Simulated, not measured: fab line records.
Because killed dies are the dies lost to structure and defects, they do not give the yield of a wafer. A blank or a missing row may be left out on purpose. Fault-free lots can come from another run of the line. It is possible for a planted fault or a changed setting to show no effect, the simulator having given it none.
Chamber matching / flow nand_harc / NHARC_A_STAIRCASE_DESCUM_186 on rie_diel-04 has 4 sister chambers
The step chemistry O2, time 3 s. 20 wafers are shown with their chamber, then 10 later ones without.

== EACH WAFER AND ITS CHAMBER ==
wafer=L074.1; chamber=2; drypump_motor_current_A (A)=5.6; showerhead_plenum_p_Torr (Torr)=1.79; oes_product_au (a.u.)=0.996
wafer=L074.2; chamber=3; drypump_motor_current_A (A)=6.1; showerhead_plenum_p_Torr (Torr)=1.93; oes_product_au (a.u.)=1.013
wafer=L074.5; chamber=3; drypump_motor_current_A (A)=6.1; showerhead_plenum_p_Torr (Torr)=1.93; oes_product_au (a.u.)=1.009
wafer=L075.2; chamber=0; drypump_motor_current_A (A)=6.2; showerhead_plenum_p_Torr (Torr)=1.77; oes_product_au (a.u.)=0.990
wafer=L075.4; chamber=3; drypump_motor_current_A (A)=6.2; showerhead_plenum_p_Torr (Torr)=1.93; oes_product_au (a.u.)=1.017
wafer=L075.5; chamber=1; drypump_motor_current_A (A)=6.0; showerhead_plenum_p_Torr (Torr)=1.89; oes_product_au (a.u.)=1.016
wafer=L076.3; chamber=0; drypump_motor_current_A (A)=6.2; showerhead_plenum_p_Torr (Torr)=2.08; oes_product_au (a.u.)=0.993
wafer=L076.4; chamber=1; drypump_motor_current_A (A)=6.0; showerhead_plenum_p_Torr (Torr)=1.89; oes_product_au (a.u.)=1.008
wafer=L076.5; chamber=2; drypump_motor_current_A (A)=5.6; showerhead_plenum_p_Torr (Torr)=1.79; oes_product_au (a.u.)=1.008
wafer=L077.2; chamber=2; drypump_motor_current_A (A)=5.6; showerhead_plenum_p_Torr (Torr)=1.79; oes_product_au (a.u.)=1.000
wafer=L077.3; chamber=0; drypump_motor_current_A (A)=6.1; showerhead_plenum_p_Torr (Torr)=2.08; oes_product_au (a.u.)=0.987
wafer=L077.5; chamber=1; drypump_motor_current_A (A)=5.9; showerhead_plenum_p_Torr (Torr)=1.89; oes_product_au (a.u.)=1.011
wafer=L082.3; chamber=3; drypump_motor_current_A (A)=6.2; showerhead_plenum_p_Torr (Torr)=1.93; oes_product_au (a.u.)=0.987
wafer=L082.4; chamber=1; drypump_motor_current_A (A)=5.9; showerhead_plenum_p_Torr (Torr)=1.89; oes_product_au (a.u.)=1.004
wafer=L082.5; chamber=2; drypump_motor_current_A (A)=5.6; showerhead_plenum_p_Torr (Torr)=1.79; oes_product_au (a.u.)=0.996
wafer=L085.4; chamber=0; drypump_motor_current_A (A)=6.2; showerhead_plenum_p_Torr (Torr)=2.07; oes_product_au (a.u.)=0.982
wafer=L085.5; chamber=0; drypump_motor_current_A (A)=6.2; showerhead_plenum_p_Torr (Torr)=2.07; oes_product_au (a.u.)=0.981
wafer=L085.6; chamber=1; drypump_motor_current_A (A)=5.9; showerhead_plenum_p_Torr (Torr)=1.89; oes_product_au (a.u.)=1.015
wafer=L092.1; chamber=0; drypump_motor_current_A (A)=6.2; showerhead_plenum_p_Torr (Torr)=2.06; oes_product_au (a.u.)=0.988
wafer=L092.3; chamber=2; drypump_motor_current_A (A)=5.6; showerhead_plenum_p_Torr (Torr)=1.78; oes_product_au (a.u.)=1.000

SIGNATURES, as means of the wafers listed above
reading=drypump_motor_current_A; chamber 0=6.183; chamber 1=5.940; chamber 2=5.600; chamber 3=6.150; scatter within a chamber=0.0435
reading=showerhead_plenum_p_Torr; chamber 0=2.0217; chamber 1=1.8900; chamber 2=1.7880; chamber 3=1.9300; scatter within a chamber=0.0691
reading=oes_product_au; chamber 0=0.98683; chamber 1=1.01080; chamber 2=1.00000; chamber 3=1.00650; scatter within a chamber=0.00725
Rule: a wafer lies at a distance from a chamber equal to the root of the sum of squares, over the readings, of (its reading less the chamber's mean, divided by the reading's scatter). The wafer belongs to the nearest chamber; if the next one is less than 2 further off, it can't be placed. How the scatter is found: for the shown wafers, subtract from each reading the mean of its chamber, square and add these, divide the total by (wafers less chambers), then take the root.

== WAFERS MISSING THEIR CHAMBER ==
wafer=L092.6; drypump_motor_current_A (A)=5.6; showerhead_plenum_p_Torr (Torr)=1.78; oes_product_au (a.u.)=0.999
wafer=L093.3; drypump_motor_current_A (A)=6.1; showerhead_plenum_p_Torr (Torr)=1.92; oes_product_au (a.u.)=0.993
wafer=L093.4; drypump_motor_current_A (A)=5.9; showerhead_plenum_p_Torr (Torr)=1.88; oes_product_au (a.u.)=1.017
wafer=L093.5; drypump_motor_current_A (A)=6.1; showerhead_plenum_p_Torr (Torr)=1.92; oes_product_au (a.u.)=0.995
wafer=L094.1; drypump_motor_current_A (A)=6.2; showerhead_plenum_p_Torr (Torr)=1.91; oes_product_au (a.u.)=0.986
wafer=L094.2; drypump_motor_current_A (A)=6.1; showerhead_plenum_p_Torr (Torr)=2.06; oes_product_au (a.u.)=1.002
wafer=L094.5; drypump_motor_current_A (A)=6.1; showerhead_plenum_p_Torr (Torr)=1.91; oes_product_au (a.u.)=0.999
wafer=L095.2; drypump_motor_current_A (A)=6.2; showerhead_plenum_p_Torr (Torr)=2.06; oes_product_au (a.u.)=1.006
wafer=L095.3; drypump_motor_current_A (A)=5.6; showerhead_plenum_p_Torr (Torr)=1.78; oes_product_au (a.u.)=1.005
wafer=L095.5; drypump_motor_current_A (A)=5.6; showerhead_plenum_p_Torr (Torr)=1.78; oes_product_au (a.u.)=1.008

== THE CHAMBER EACH PASSED THROUGH ==
wafer=L092.6; from the rows above=2; in truth=2
wafer=L093.3; from the rows above=can't be placed: 3 or 0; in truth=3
wafer=L093.4; from the rows above=1; in truth=1
wafer=L093.5; from the rows above=can't be placed: 3 or 0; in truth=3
wafer=L094.1; from the rows above=can't be placed: 0 or 3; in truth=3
wafer=L094.2; from the rows above=can't be placed: 3 or 0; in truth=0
wafer=L094.5; from the rows above=can't be placed: 3 or 0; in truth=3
wafer=L095.2; from the rows above=can't be placed: 3 or 0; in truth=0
wafer=L095.3; from the rows above=2; in truth=2
wafer=L095.5; from the rows above=2; in truth=2
4 of 10 placed correctly. Cannot be placed on the basis of these rows: 6; the candidates contain the true chamber in 6. 0 placed wrongly.
